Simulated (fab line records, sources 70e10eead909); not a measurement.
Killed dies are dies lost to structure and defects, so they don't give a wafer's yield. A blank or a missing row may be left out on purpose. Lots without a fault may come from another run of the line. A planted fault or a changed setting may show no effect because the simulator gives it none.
Which tool did it? | flow nand_harc | 6 lots, 18 wafers sampled, at 1 step of a route of 1302

WHAT THE GAUGES READ, wafer by wafer
NHARC_A_CONTACT_INSPECT_44.
lot  | measured     | on                | raw_defect_count
L846 | day 22 03:40 | defect_inspect-02 | 68 68 52
L857 | day 26 15:17 | defect_inspect-02 | 92 89 88
L858 | day 27 10:31 | defect_inspect-01 | 54 38 47
L861 | day 28 12:58 | defect_inspect-02 | 75 73 82
L862 | day 29 09:51 | defect_inspect-01 | 29 27 31
L864 | day 30 00:11 | defect_inspect-01 | 66 90 84

WHICH TOOL RAN EACH LOT (tool, then ch and the chambers of the sampled wafers, then the start)
The record holds no process step before these readings.

THE ANSWER, worked out from the rows above alone
Rule: what is usual is taken from the lots themselves. Put in order of their means at a reading, lots are off if they are a third of the lots or fewer, leave a main group of 4 or more, and stand apart from it by a gap of 3 or more times the standard deviation of the main group's means; of several such gaps the widest counts. A main group whose means are all the same, to the digits that the tables above print for the reading, isn't used. A lot without any number at a reading at which 4 lots or more have one is off too. The other lots that the step has rows for count as sound.
No lot is off at any reading shown: from this, nothing can be told.

WHAT THE SIMULATOR HAD PUT IN
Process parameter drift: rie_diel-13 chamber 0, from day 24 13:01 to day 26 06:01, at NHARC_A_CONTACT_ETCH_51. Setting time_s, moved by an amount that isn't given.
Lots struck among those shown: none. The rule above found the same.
